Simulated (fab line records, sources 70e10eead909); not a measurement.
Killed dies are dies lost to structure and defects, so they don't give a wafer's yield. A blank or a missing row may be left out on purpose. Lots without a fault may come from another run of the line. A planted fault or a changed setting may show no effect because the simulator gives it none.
fab line records | flow nand_harc
record lots=14 wafers=42 last_day=34
route steps=1302 shown P_M2@330 P_BONDPAD@351 END@1302
lots that met no fault: from a run of the same line without faults
start_h: hours from the record's first day to the start of the lot's first wafer shown | wait_h: hours since the lot's step before | " the same as in the row above | L1.1+2: a row that stands for several wafers | - no value, or no start given | * or withheld: withheld | < > ~ a bound
route shown NAME@n: a module of which the file shows steps, and the number in the route of the first | usual: mean/standard deviation of fault-free wafers | same: alike in all rows | chamber/n: place in a boat | sites: the reading at each site | _std_site: their standard deviation | _edge_site: outer sites' mean less inner sites' | radius_mm: how far each site lies from the wafer's centre | mask NAME#n: copy n | behind: the tool/chamber that last shaped the wafer | hold: why the lot was held/for how many hours/how that ended | device: the transistor (n, p or np) that didn't switch | end of line: the same wafers' tests at the end of the route | a step without rows: its recipe alone | killed: dies lost to structure and defects at the first sort, not the wafer's yield | map: a wafer's dies, x killed, . not, _ none there
set.NAME: the setting as run; set.NAME@STEP: as run at that earlier step | model.NAME: the simulator's own value behind a step, which no gauge read
steps of the route over a sample of lots; a table a step, a row a wafer
services: from which hour (start_h, from the record's first day; less than 0 if before it) a tool's chamber was out of use, for how many hours, and why
## steps
# step NHARC_P_M2_INSPECT_11
# usual raw_defect_count=4.1/2.6
# columns lot.wafer tool chamber start_h wait_h raw_defect_count
L765.2 defect_inspect-02 - 133.78 0.0 7
L765.3 " - " " 5
L765.5 " - " " 5
L766.1 defect_inspect-02 - 141.80 0.0 6
L766.2 " - " " 9
L766.4 " - " " 11
L767.1 defect_inspect-01 - 153.40 0.0 5
L767.2 " - " " 5
L767.6 " - " " 3
L768.2 defect_inspect-02 - 157.75 0.0 2
L768.5 " - " " 5
L768.6 " - " " 4
L769.2 defect_inspect-02 - 172.96 0.0 8
L769.3 " - " " 11
L769.6 " - " " 3
L770.1 defect_inspect-01 - 180.83 0.0 5
L770.3 " - " " 4
L770.6 " - " " 5
L771.2 defect_inspect-02 - 192.59 0.0 4
L771.3 " - " " 7
L771.5 " - " " 1
L772.3 defect_inspect-01 - 206.26 0.0 2
L772.5 " - " " 1
L772.6 " - " " 4
L782.1 defect_inspect-01 - 297.14 0.0 2
L782.2 " - " " 1
L782.3 " - " " 4
L783.4 defect_inspect-02 - 308.91 0.0 1
L783.5 " - " " 5
L783.6 " - " " 3
L785.1 defect_inspect-02 - 324.46 0.0 2
L785.2 " - " " 2
L785.3 " - " " 4
L784.1 defect_inspect-01 - 325.91 0.0 2
L784.3 " - " " 4
L784.4 " - " " 5
L788.2 defect_inspect-01 - 367.81 0.0 5
L788.3 " - " " 2
L788.5 " - " " 1
L787.2 defect_inspect-01 - 368.73 0.0 5
L787.3 " - " " 3
L787.6 " - " " 3
# step NHARC_P_M2_PVD_20
# recipe target_thk_a=50 bias_v=168.6 power_w=15000 chamber_pressure_pa=0.12 time_s=8.06 substrate_temp_c=50 material=TaN
# usual throttle_valve_pct=29.9/1
# columns lot.wafer tool chamber start_h wait_h throttle_valve_pct
L765.3 pvd_sputter-01 - 135.12 - 31.5
L765.2 " - " " 29.6
L765.5 " - " " 29.6
L766.4 pvd_sputter-03 - 143.12 - 31.3
L766.2 " - " " 28.2
L766.1 " - " " 30.7
L767.2 pvd_sputter-01 - 154.59 - 31.4
L767.1 " - " " 29.7
L767.6 " - " " 31.5
L768.2 pvd_sputter-02 - 158.98 - 29.8
L768.5 " - " " 28.9
L768.6 " - " " 30.1
L769.3 pvd_sputter-02 - 174.18 - 31.3
L769.2 " - " " 29.9
L769.6 " - " " 30.0
L770.3 pvd_sputter-02 - 182.05 - 29.8
L770.1 " - " " 31.4
L770.6 " - " " 29.8
L770.3 pvd_sputter-02 - 182.32 - 30.2
L770.1 " - " " 31.3
L770.6 " - " " 29.7
L771.2 pvd_sputter-01 - 193.89 - 29.5
L771.3 " - " " 31.6
L771.5 " - " " 31.4
L772.3 pvd_sputter-01 - 207.50 - 28.8
L772.5 " - " " 29.6
L772.6 " - " " 31.8
L772.3 pvd_sputter-01 - 207.77 - 28.7
L772.5 " - " " 29.6
L772.6 " - " " 31.4
L782.2 pvd_sputter-03 - 298.38 - 31.3
L782.1 " - " " 30.6
L782.3 " - " " 28.6
L783.4 pvd_sputter-02 - 310.11 - 28.9
L783.6 " - " " 29.4
L783.5 " - " " 28.7
L785.2 pvd_sputter-01 - 325.73 - 28.9
L785.1 " - " " 30.3
L785.3 " - " " 29.9
L784.1 pvd_sputter-02 - 327.17 - 31.4
L784.4 " - " " 29.2
L784.3 " - " " 29.4
L788.3 pvd_sputter-02 - 369.01 - 28.9
L788.2 " - " " 29.3
L788.5 " - " " 29.1
L787.2 pvd_sputter-02 - 369.92 - 29.4
L787.3 " - " " 28.9
L787.6 " - " " 29.4
# step NHARC_P_BONDPAD_DEP_00
# recipe target_thk_a=2500 temp_c=370 target_thk_nm=250 pressure_torr=3 flow_sccm=200 rf_w=450 material=SiCN
# usual heater_power_w=572/78
# columns lot.wafer tool chamber start_h wait_h heater_power_w since_wet_clean_h
L765.2 pecvd-03 0 137.22 - 547 120
L765.3 " 1 " " 598 120
L765.5 " 1 " " 502 -
L766.2 pecvd-03 0 145.13 - 615 128
L766.1 " 2 " " 607 128
L766.4 " 0 " " 615 -
L767.1 pecvd-03 0 156.59 - 553 139
L767.2 " 2 " " 496 140
L767.6 " 0 " " 557 -
L768.2 pecvd-02 2 160.94 - 487 102
L768.6 " 0 " " 602 -
L768.5 " 1 " " 528 -
L769.3 pecvd-02 0 - - 646 117
L769.2 " 1 " " 556 117
L769.6 " 1 " " 560 -
L770.1 pecvd-02 1 184.34 - 475 125
L770.3 " 2 " " 467 125
L770.6 " 2 " " 498 -
L771.3 pecvd-04 0 - - 616 95
L771.2 " 1 " " 533 95
L771.5 " 0 " " 632 -
L772.3 pecvd-02 2 209.82 - 482 151
L772.5 " 2 " " 484 -
L772.6 " 0 " " 621 -
L782.2 pecvd-04 1 300.41 - 554 18
L782.3 " 2 " " 610 18
L782.1 " 0 " " 748 19
L783.4 pecvd-04 1 312.36 - 602 -
L783.6 " 2 " " 631 -
L783.5 " 0 " " 759 -
L785.2 pecvd-02 2 327.74 - 487 88
L785.3 " 0 " " 611 88
L785.1 " 1 " " 491 88
L784.1 pecvd-02 1 329.22 - 529 89
L784.3 " 2 " " 492 89
L784.4 " 1 " " 549 -
L788.2 pecvd-02 0 - - 552 131
L788.3 " 1 " " 542 131
L788.5 " 0 " " 573 -
L787.3 pecvd-02 2 - - 427 132
L787.2 " 0 " " 577 132
L787.6 " 0 " " 597 -
# step NHARC_P_BONDPAD_CMP_32
# recipe target_thk_nm=200 material=SiCN
# usual motor_current_A=12.2/1.1
# columns lot.wafer tool chamber start_h wait_h motor_current_A
L765.2 cmp-01 2 137.61 - 12.4
L765.3 " 0 " " 12.8
L765.5 " 1 " " 12.7
L766.2 cmp-03 0 145.54 - 12.2
L766.1 " 1 " " 13.3
L766.4 " 3 " " 12.5
L767.1 cmp-04 3 157.01 - 10.6
L767.2 " 1 " " 12.6
L767.6 " 0 " " 11.9
L768.2 cmp-03 3 161.40 - 12.7
L768.6 " 1 " " 13.3
L768.5 " 2 " " 10.7
L769.3 cmp-01 2 176.59 - 13.1
L769.2 " 3 " " 10.8
L769.6 " 1 " " 12.1
L770.3 cmp-03 0 184.77 - 11.9
L770.1 " 2 " " 10.4
L770.6 " 0 " " 11.5
L771.3 cmp-01 1 196.35 - 12.7
L771.2 " 2 " " 13.0
L771.5 " 3 " " 11.3
L772.3 cmp-03 0 210.20 - 12.4
L772.6 " 0 " " 11.6
L772.5 " 1 " " 12.3
L782.3 cmp-03 1 300.81 - 13.1
L782.2 " 3 " " 11.6
L782.1 " 0 " " 12.2
L783.4 cmp-04 2 312.63 - 14.3
L783.5 " 2 " " 13.8
L783.6 " 3 " " 10.6
L785.3 cmp-01 3 328.14 - 10.9
L785.1 " 0 " " 13.8
L785.2 " 2 " " 13.2
L784.1 cmp-01 0 329.58 - 13.8
L784.4 " 1 " " 13.5
L784.3 " 3 " " 10.7
L788.3 cmp-04 1 371.57 - 12.0
L788.2 " 2 " " 13.8
L788.5 " 0 " " 11.2
L787.3 cmp-04 3 372.42 - 10.3
L787.2 " 1 " " 11.7
L787.6 " 3 " " 9.9
# step NHARC_END_SORT_01
# recipe temp_c=25
# usual defect_limited_yield=89.8/2.4 killed_at_array=64/16 killed_at_other=1.0/1.1 killed_at_periphery=3.5/2.3 killed_dies=69/17 killed_open=3.2/1.6 killed_short=2.4/1.6
# same gross_dies=677
# columns lot.wafer tool chamber start_h wait_h defect_limited_yield[%] killed_at_array killed_at_other killed_at_periphery killed_dies killed_open killed_short
L765.2 prober-01 0 559.23 2.8 86.1 88 0 6 94 3 7
L765.3 prober-01 0 560.03 3.1 88.2 73 2 5 80 2 3
L765.5 prober-01 0 561.65 3.7 88.5 71 1 6 78 1 2
L768.2 prober-02 0 584.34 2.8 91.1 54 2 4 60 4 2
L768.5 prober-02 0 586.75 3.7 89.8 66 0 3 69 6 0
L768.6 prober-02 0 587.55 4.0 92.5 51 0 0 51 1 2
L770.1 prober-02 0 601.31 2.5 87.0 83 3 2 88 5 3
L770.3 prober-02 0 602.91 3.1 88.2 75 3 2 80 3 2
L770.6 prober-02 0 605.31 4.0 85.5 88 4 6 98 2 5
L785.1 prober-02 0 751.85 2.5 89.8 67 0 2 69 2 3
L785.2 prober-02 0 752.64 2.8 87.0 84 1 3 88 2 2
L785.3 prober-02 0 753.43 3.1 88.3 71 2 6 79 5 1
L783.4 prober-01 0 754.24 3.4 94.8 31 3 1 35 4 1
L783.5 prober-01 0 755.04 3.7 94.2 33 3 3 39 4 1
L783.6 prober-01 0 755.83 4.0 94.5 35 0 2 37 2 1
L784.1 prober-01 0 762.39 2.5 89.7 69 0 1 70 2 2
L784.3 prober-01 0 763.97 3.1 91.9 54 0 1 55 4 3
L784.4 prober-01 0 764.76 3.4 90.3 62 1 3 66 6 5
# killed by level:class
L765.2 A_CHANNEL_HOLE_D2:chamber_film_flake=41 A_SLIT:chamber_film_flake=20 A_CONTACT:chamber_film_flake=10 A_CHANNEL_FILL_D2:chamber_film_flake=6 A_WL_FILL:geometric_particle:short=3 P_STI:chamber_film_flake=3 A_STAIRCASE:chamber_film_flake=3 P_M0:geometric_particle:open=1
L765.3 A_CHANNEL_HOLE_D2:chamber_film_flake=32 A_SLIT:chamber_film_flake=23 A_CONTACT:chamber_film_flake=6 A_STAIRCASE:chamber_film_flake=5 P_STI:chamber_film_flake=3 A_CHANNEL_FILL_D1:chamber_film_flake=2 THIN_TSV:chamber_film_flake=2 P_CONTACT:geometric_particle:short=1
L765.5 A_CHANNEL_HOLE_D2:chamber_film_flake=30 A_SLIT:chamber_film_flake=19 A_CONTACT:chamber_film_flake=12 A_STAIRCASE:chamber_film_flake=7 P_STI:chamber_film_flake=3 P_M1:geometric_particle:short=1 A_ONON_D2:geometric_particle:open=1 A_CHANNEL_HOLE_D2:geometric_particle:short=1
L768.2 A_CHANNEL_HOLE_D1:chamber_film_flake=29 A_CHANNEL_HOLE_D2:chamber_film_flake=16 A_DECK1_JOINT:chamber_film_flake=2 A_CHANNEL_FILL_D2:chamber_film_flake=2 A_M1:chamber_film_flake=2 P_GATE:geometric_particle:open=1 P_CONTACT:geometric_particle:short=1 P_M1:geometric_particle:short=1
L768.5 A_CHANNEL_HOLE_D1:chamber_film_flake=36 A_CHANNEL_HOLE_D2:chamber_film_flake=13 A_M1:geometric_particle:open=3 A_ZERO_WELL:chamber_film_flake=2 A_DECK1_JOINT:chamber_film_flake=2 A_CHANNEL_FILL_D2:chamber_film_flake=2 A_CONTACT:chamber_film_flake=2 A_BONDPAD:chamber_film_flake=2
L768.6 A_CHANNEL_HOLE_D1:chamber_film_flake=29 A_CHANNEL_HOLE_D2:chamber_film_flake=8 A_STAIRCASE:chamber_film_flake=3 A_WL_FILL:chamber_film_flake=3 A_ONON_D1:geometric_particle:short=1 A_ONON_D2:geometric_particle:short=1 A_ONON_D2:geometric_particle:open=1 A_ZERO_WELL:chamber_film_flake=1
L770.1 A_CHANNEL_HOLE_D1:chamber_film_flake=33 A_SLIT:chamber_film_flake=28 A_CHANNEL_HOLE_D2:chamber_film_flake=12 THIN_TSV:chamber_film_flake=3 A_M0:geometric_particle:open=2 A_CHANNEL_FILL_D2:chamber_film_flake=2 P_STI:geometric_particle:open=1 P_GATE:geometric_particle:open=1
L770.3 A_CHANNEL_HOLE_D1:chamber_film_flake=36 A_SLIT:chamber_film_flake=23 A_CHANNEL_HOLE_D2:chamber_film_flake=5 A_CONTACT:chamber_film_flake=4 THIN_TSV:chamber_film_flake=3 A_STAIRCASE:chamber_film_flake=2 A_CHANNEL_FILL_D2:geometric_particle:short=1 A_CHANNEL_FILL_D2:geometric_particle:open=1
L770.6 A_SLIT:chamber_film_flake=33 A_CHANNEL_HOLE_D1:chamber_film_flake=32 A_CHANNEL_HOLE_D2:chamber_film_flake=8 THIN_TSV:chamber_film_flake=4 P_STI:chamber_film_flake=3 A_WL_FILL:geometric_particle:open=2 A_STAIRCASE:chamber_film_flake=2 A_CONTACT:chamber_film_flake=2
L785.1 A_SLIT:chamber_film_flake=34 A_CHANNEL_HOLE_D1:chamber_film_flake=23 A_ZERO_WELL:chamber_film_flake=3 A_CHANNEL_FILL_D2:geometric_particle:open=2 P_M1:geometric_particle:short=1 A_CHANNEL_FILL_D1:geometric_particle:short=1 A_DECK1_JOINT:geometric_particle:short=1 P_GATE:chamber_film_flake=1
L785.2 A_SLIT:chamber_film_flake=40 A_CHANNEL_HOLE_D1:chamber_film_flake=29 A_ZERO_WELL:chamber_film_flake=4 A_DECK1_JOINT:chamber_film_flake=3 P_GATE:chamber_film_flake=2 A_CHANNEL_FILL_D1:chamber_film_flake=2 P_M0:geometric_particle:open=1 A_CHANNEL_FILL_D1:geometric_particle:open=1
L785.3 A_CHANNEL_HOLE_D1:chamber_film_flake=29 A_SLIT:chamber_film_flake=29 P_STI:chamber_film_flake=2 P_GATE:chamber_film_flake=2 A_ZERO_WELL:chamber_film_flake=2 A_CHANNEL_FILL_D1:chamber_film_flake=2 A_STAIRCASE:chamber_film_flake=2 THIN_TSV:chamber_film_flake=2
L783.4 A_CHANNEL_HOLE_D1:chamber_film_flake=12 A_SLIT:chamber_film_flake=7 A_CONTACT:chamber_film_flake=4 THIN_TSV:chamber_film_flake=3 A_M0:geometric_particle:open=2 A_M1:chamber_film_flake=2 P_STI:geometric_particle:short=1 A_ONON_D2:geometric_particle:open=1
L783.5 A_CHANNEL_HOLE_D1:chamber_film_flake=13 A_CONTACT:chamber_film_flake=11 A_SLIT:chamber_film_flake=5 THIN_TSV:chamber_film_flake=3 P_GATE:geometric_particle:open=1 A_CONTACT:geometric_particle:open=1 A_CONTACT:geometric_particle:short=1 A_BLC:geometric_particle:open=1
L783.6 A_CHANNEL_HOLE_D1:chamber_film_flake=13 A_SLIT:chamber_film_flake=8 A_STAIRCASE:chamber_film_flake=4 A_CONTACT:chamber_film_flake=2 A_M1:chamber_film_flake=2 A_ONON_D2:geometric_particle:open=1 A_CHANNEL_HOLE_D2:geometric_particle:short=1 A_M0:geometric_particle:open=1
L784.1 A_CHANNEL_HOLE_D2:chamber_film_flake=23 A_CHANNEL_HOLE_D1:chamber_film_flake=19 A_CONTACT:chamber_film_flake=6 A_SLIT:chamber_film_flake=4 A_STAIRCASE:chamber_film_flake=4 A_CHANNEL_FILL_D2:chamber_film_flake=3 A_WL_FILL:chamber_film_flake=3 A_BLC:geometric_particle:open=2
L784.3 A_CHANNEL_HOLE_D2:chamber_film_flake=20 A_SLIT:chamber_film_flake=7 A_STAIRCASE:chamber_film_flake=6 A_CHANNEL_HOLE_D1:chamber_film_flake=5 A_DECK1_JOINT:geometric_particle:short=2 A_M0:geometric_particle:open=2 A_ZERO_WELL:chamber_film_flake=2 A_CHANNEL_FILL_D2:chamber_film_flake=2
L784.4 A_CHANNEL_HOLE_D2:chamber_film_flake=19 A_CHANNEL_HOLE_D1:chamber_film_flake=11 A_SLIT:chamber_film_flake=7 A_STAIRCASE:chamber_film_flake=6 A_CHANNEL_FILL_D2:chamber_film_flake=4 A_CHANNEL_FILL_D1:geometric_particle:open=2 A_WL_FILL:chamber_film_flake=2 A_CONTACT:chamber_film_flake=2
## services
# columns tool chamber start_h hours kind
pecvd-02 - 135.45 1.2 repair
cmp-01 - 154.47 1.5 repair
cmp-04 - 160.93 3.5 repair
cmp-03 - 162.03 4.0 pm
cmp-01 - 172.71 2.8 repair
cmp-01 - 185.56 4.0 pm
cmp-03 - 186.13 1.3 repair
pvd_sputter-01 - 187.57 3.2 repair
cmp-01 - 203.85 10.9 repair
cmp-04 - 209.05 4.0 pm
pvd_sputter-01 - 226.00 10.0 pm
pecvd-02 - 227.11 13.0 pm
cmp-01 - 234.72 1.1 repair
pvd_sputter-02 - 239.40 1.9 repair
pvd_sputter-02 - 243.30 18.0 repair
cmp-03 - 245.89 0.9 repair
cmp-03 - 260.03 4.0 pm
cmp-04 - 274.15 0.7 repair
pvd_sputter-02 - 282.00 10.0 pm
cmp-01 - 283.56 4.0 pm
pvd_sputter-01 - 297.65 1.4 repair
cmp-01 - 325.49 1.1 repair
cmp-03 - 333.67 1.9 repair
cmp-03 - 358.03 4.0 pm
## key
first_sign step=NHARC_P_M2_PVD_20 reading=visit direction=added
effect none on later readings
met_at NHARC_P_M2_PVD_20
struck_lots L770,L772
not_acting_at NHARC_P_M2_INSPECT_11,NHARC_P_BONDPAD_DEP_00,NHARC_P_BONDPAD_CMP_32
fault kind=repeated_step_whole tool=pvd_sputter-01,pvd_sputter-02,pvd_sputter-03 chamber=- onset_h=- steps=NHARC_P_M2_PVD_20 times=1 scope=struck_lots_only
